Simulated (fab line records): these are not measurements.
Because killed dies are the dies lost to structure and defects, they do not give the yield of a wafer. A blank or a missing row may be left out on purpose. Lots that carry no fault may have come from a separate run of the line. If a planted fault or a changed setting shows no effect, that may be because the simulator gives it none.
Split-lot experiment :: flow n5Finfet :: route with 1938 steps; 7 lots, 21 wafers read

SPLIT DETAILS
At N5_ZERO_LAYER_EXPOSE_08 (exposes mask ZERO, defocus 0 nm, target cd 2000 nm), the setting doseMj was moved away from the recipe's 16.2 on 8 of the 21 wafers read, by -7.0% to +6.4%. All remaining wafers had this setting at the recipe value.

FROM THE SPLIT TO THE READING: what the file shows between them, 2 steps
- N5_ZERO_LAYER_DEVELOP_10: develop time 60 s (also split here: developTimeS)
- N5_ZERO_LAYER_HARDBAKE_23: time 120 s

THE READING
cdNm (nm) at N5_ZERO_LAYER_CD_MEAS_11, where the cd target is 2000 nm. Fault-free wafers of this fab line usually give 2000 nm, standard deviation 3.1 nm.

wafer: L078.1
tool, chamber at the split: krfScanner-01, 0
doseMj as run: 16.2
against the recipe: recipe
cdNm, nm: 2002
against lot-mates on the recipe: -

wafer: L078.2
tool, chamber at the split: krfScanner-01, 0
doseMj as run: 16.2
against the recipe: recipe
cdNm, nm: 2002
against lot-mates on the recipe: -

wafer: L078.3
tool, chamber at the split: krfScanner-01, 0
doseMj as run: 16.2
against the recipe: recipe
cdNm, nm: 2004
against lot-mates on the recipe: -

wafer: L081.1
tool, chamber at the split: krfScanner-02, 0
doseMj as run: 16.2
against the recipe: recipe
cdNm, nm: 1995
against lot-mates on the recipe: -

wafer: L081.4
tool, chamber at the split: krfScanner-02, 0
doseMj as run: 16.98
against the recipe: +4.8%
cdNm, nm: 2005
against lot-mates on the recipe: +10

wafer: L081.5
tool, chamber at the split: krfScanner-02, 0
doseMj as run: 16.2
against the recipe: recipe
cdNm, nm: 1996
against lot-mates on the recipe: -

wafer: L082.1
tool, chamber at the split: krfScanner-01, 0
doseMj as run: 16.2
against the recipe: recipe
cdNm, nm: 1997
against lot-mates on the recipe: -

wafer: L082.2
tool, chamber at the split: krfScanner-01, 0
doseMj as run: 16.2
against the recipe: recipe
cdNm, nm: 1995
against lot-mates on the recipe: -

wafer: L082.3
tool, chamber at the split: krfScanner-01, 0
doseMj as run: 17.19
against the recipe: +6.1%
cdNm, nm: 2010
against lot-mates on the recipe: +14

wafer: L083.3
tool, chamber at the split: krfScanner-02, 0
doseMj as run: 15.55
against the recipe: -4.0%
cdNm, nm: 1990
against lot-mates on the recipe: -6

wafer: L083.4
tool, chamber at the split: krfScanner-02, 0
doseMj as run: 15.55
against the recipe: -4.0%
cdNm, nm: 1997
against lot-mates on the recipe: +1

wafer: L083.6
tool, chamber at the split: krfScanner-02, 0
doseMj as run: 16.2
against the recipe: recipe
cdNm, nm: 1996
against lot-mates on the recipe: -

wafer: L090.1
tool, chamber at the split: krfScanner-02, 0
doseMj as run: 16.66
against the recipe: +2.8%
cdNm, nm: 2007
against lot-mates on the recipe: +4

wafer: L090.3
tool, chamber at the split: krfScanner-02, 0
doseMj as run: 16.2
against the recipe: recipe
cdNm, nm: 2002
against lot-mates on the recipe: -

wafer: L090.6
tool, chamber at the split: krfScanner-02, 0
doseMj as run: 16.2
against the recipe: recipe
cdNm, nm: 2005
against lot-mates on the recipe: -

wafer: L093.1
tool, chamber at the split: krfScanner-02, 0
doseMj as run: 17.24
against the recipe: +6.4%
cdNm, nm: 2012
against lot-mates on the recipe: +9

wafer: L093.4
tool, chamber at the split: krfScanner-02, 0
doseMj as run: 16.2
against the recipe: recipe
cdNm, nm: 2003
against lot-mates on the recipe: -

wafer: L093.6
tool, chamber at the split: krfScanner-02, 0
doseMj as run: 17.24
against the recipe: +6.4%
cdNm, nm: 2010
against lot-mates on the recipe: +7

wafer: L095.2
tool, chamber at the split: krfScanner-02, 0
doseMj as run: 16.2
against the recipe: recipe
cdNm, nm: 1997
against lot-mates on the recipe: -

wafer: L095.3
tool, chamber at the split: krfScanner-02, 0
doseMj as run: 15.06
against the recipe: -7.0%
cdNm, nm: 1986
against lot-mates on the recipe: -10

wafer: L095.5
tool, chamber at the split: krfScanner-02, 0
doseMj as run: 16.2
against the recipe: recipe
cdNm, nm: 1996
against lot-mates on the recipe: -

THE FIT
A straight line over all 21 wafers: cdNm changes by +1.74 nm for each +1% of doseMj; r = +0.87; the points scatter about the line by 3.4 nm.
The same after taking each lot's own level away (the mean of its wafers on the recipe; 21 wafers): +1.43 nm for each +1%; r = +0.91; scatter 2.2 nm.
Per that fit: largest doseMj move, reading shift of 10 nm.
From 1995.5 to 2003.5 nm: that is the span of the lots' own levels, equal to 2.6 times the standard deviation above.
In other words, the slope is changed by the lot-to-lot level; the two fits disagree.
Check: with one of the wafers moved furthest among these (-7.0%) left out of the fit, the line predicts -9.08 nm for it against its lot-mates. It came out at -10.5 nm against them.

OTHER SPLITS APPLIED TO THESE WAFERS
Note: prior to the reading, these wafers also went through further splits. Each is held against what the fit with the lots' levels taken away leaves over:
other split on the same wafers: N5_ZERO_LAYER_DEVELOP_10 developTimeS
wafers away from the commonest value: 7
r with cdNm (lot level and that fit taken away): +0.14

THE WHOLE CHAIN: every reading that the file lists as answering this split, in the file's order
step: N5_ZERO_LAYER_CD_MEAS_11
what it does: target cd 2000 nm
reading: cdNm
change (the file's fit): +1.56 nm for each +1% of the setting
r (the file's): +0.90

step: N5_ZERO_LAYER_DESCUM_16
what it does: chemistry O2, time 7.9 s
reading: ZERO_LAYER.cdNm (the simulator's own value, which no gauge read)
change (the file's fit): +1.55 nm for each +1% of the setting
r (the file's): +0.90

THE FILE'S OWN FIT
cdNm changes by +1.56 nm for each +1% of doseMj, r = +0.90.
